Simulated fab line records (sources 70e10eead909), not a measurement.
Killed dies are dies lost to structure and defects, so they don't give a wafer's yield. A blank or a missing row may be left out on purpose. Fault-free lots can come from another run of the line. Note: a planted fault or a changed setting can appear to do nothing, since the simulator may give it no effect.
The same fault as seen by 3 desks + flow nand_harc + what lay behind the numbers comes last; until then each desk has only its own

AT THE METROLOGY DESK
What the gauges read, lot by lot, whatever tool the lot ran on: means of the sampled wafers that have a number. The brackets show how far a lot's mean lies from the usual mean; more than 4 standard deviations puts the lot out of limits, marked OUT.
Columns: A = cd_nm at NHARC_P_GATE_CD_MEAS_46, usual 719.6 nm
| lot  | first seen here | A     |
|------|-----------------|-------|
| L571 | day 5 18:50     | 720.0 |
| L573 | day 6 02:32     | 719.8 |
| L574 | day 6 10:34     | 719.0 |
| L576 | day 7 01:35     | 718.3 |
| L578 | day 7 10:25     | 719.3 |
| L583 | day 8 08:37     | 719.8 |
| L582 | day 8 10:17     | 719.7 |
| L580 | day 8 14:58     | 720.7 |
| L584 | day 8 21:13     | 720.7 |
| L585 | day 9 06:00     | 720.2 |
| L590 | day 10 13:49    | 718.2 |
This desk found nothing out of limits on any of the 11 lots.

DESK OF THE TOOL OWNER: plasma_asher-01
The tool's own readings at NHARC_P_GATE_STRIP_76 (strips in O2): means of the sampled wafers that have a number, for each lot that ran on this tool. The brackets show how far a lot's mean lies from the usual mean; more than 4 standard deviations puts the lot out of limits, marked OUT.
Columns: A = drypump_motor_current_A at NHARC_P_GATE_STRIP_76, usual 5.67 A; B = heater_power_w at NHARC_P_GATE_STRIP_76, usual 318 W; C = temp_c at NHARC_P_GATE_STRIP_76, usual 250.02 C
| lot  | first seen here | A    | B   | C      |
|------|-----------------|------|-----|--------|
| L571 | day 5 21:20     | 5.45 | 330 | 250.22 |
| L573 | day 6 05:13     | 5.40 | 340 | 250.03 |
| L574 | day 6 13:08     | 5.43 | 330 | 250.05 |
| L582 | day 8 12:53     | 5.51 | 314 | 250.09 |
| L580 | day 8 17:37     | 5.49 | 309 | 250.27 |
| L584 | day 8 23:40     | 5.47 | 322 | 249.80 |
| L585 | day 9 09:01     | 5.49 | 322 | 250.05 |
This desk found nothing out of limits on any of the 7 lots.

THE DEFECT DESK
Counts from the inspections along the route, per lot, as means over the sampled wafers that have a number. The brackets show how far a lot's mean lies from the usual mean; more than 4 standard deviations puts the lot out of limits, marked OUT.
Columns: A = raw_defect_count at NHARC_P_GATE_INSPECT_68, usual 209
| lot  | first seen here | A              |
|------|-----------------|----------------|
| L571 | day 6 01:11     | 179            |
| L573 | day 6 09:04     | 122            |
| L574 | day 6 16:59     | 147            |
| L576 | day 7 08:20     | 328            |
| L578 | day 7 17:07     | 150            |
| L583 | day 8 15:20     | 212            |
| L582 | day 8 16:46     | 225            |
| L580 | day 8 21:31     | 666 (+5.9) OUT |
| L584 | day 9 03:38     | 564 (+4.5) OUT |
| L585 | day 9 13:02     | 529 (+4.1) OUT |
| L590 | day 10 20:31    | 243            |
This desk finds L580, L584, L585 out of limits, L580 being first, at day 8 21:31 (raw_defect_count at NHARC_P_GATE_INSPECT_68). L571, L573, L574, L576, L578, L583, L582, L590: within limits.

PUT TOGETHER
The defect desk could have raised an alarm at day 8 21:31, on L580, L584, L585.
Metrology desk: nothing out of limits seen.
Nothing out of limits was seen by the tool owner's desk.
The metrology desk holds a record of L580, L584, L585, inside its limits.
Tool owner's desk: L580, L584, L585 on record, inside its limits.
NHARC_P_GATE_STRIP_76 was run on plasma_asher-01 by each of the lots named.

WHAT THE SIMULATOR HAD INSERTED
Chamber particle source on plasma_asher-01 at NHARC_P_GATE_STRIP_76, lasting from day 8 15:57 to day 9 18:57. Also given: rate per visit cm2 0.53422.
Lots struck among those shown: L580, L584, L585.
Hours from the fault's start to each desk's first reading out of limits: the defect desk, 6.
